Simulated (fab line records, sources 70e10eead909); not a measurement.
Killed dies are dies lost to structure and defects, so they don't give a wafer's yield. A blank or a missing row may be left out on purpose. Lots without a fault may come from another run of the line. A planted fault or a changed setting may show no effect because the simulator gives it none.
Chamber matching | flow nand_harc | NHARC_A_M0_STRIP_18 on rie_diel-10: 4 sister chambers
The step strips in N2/H2. 4 wafers are shown with their chamber, then 12 later ones without.

WAFERS WITH THEIR CHAMBER
wafer  | chamber | drypump_motor_current_A (A)
L089.3 | 2       | 5.1
L089.6 | 0       | 5.7
L090.4 | 3       | 6.8
L090.6 | 1       | 5.3

WAFERS WITHOUT THEIR CHAMBER
wafer  | drypump_motor_current_A (A)
L092.3 | 6.8
L092.5 | 6.8
L092.6 | 5.6
L093.2 | 6.8
L093.3 | 5.3
L093.6 | 5.1
L096.1 | 5.7
L096.2 | 5.3
L096.3 | 6.8
L097.2 | 5.1
L097.3 | 5.3
L097.6 | 5.3

WHICH CHAMBER EACH WENT THROUGH
wafer  | from the rows above | in truth
L092.3 | 3                   | 3
L092.5 | 3                   | 3
L092.6 | 0                   | 0
L093.2 | 3                   | 3
L093.3 | 1                   | 1
L093.6 | 2                   | 2
L096.1 | 0                   | 0
L096.2 | 1                   | 1
L096.3 | 3                   | 3
L097.2 | 2                   | 2
L097.3 | 1                   | 1
L097.6 | 1                   | 1
Placed correctly: 12 of 12. Can't be placed from these rows: 0. Placed wrongly: 0.
How it was worked out, from the rows above alone: a wafer's distance from a chamber is the root of the sum, over the readings, of the square of ((its reading less the chamber's mean) divided by the reading's scatter). The wafer belongs to the nearest chamber; if the next one is less than 2 further off, it can't be placed. A chamber's mean is the mean of its shown wafers. The scatter: with one shown wafer a chamber, the root of the mean of the squares of how far each hidden wafer lies from its nearest shown one.
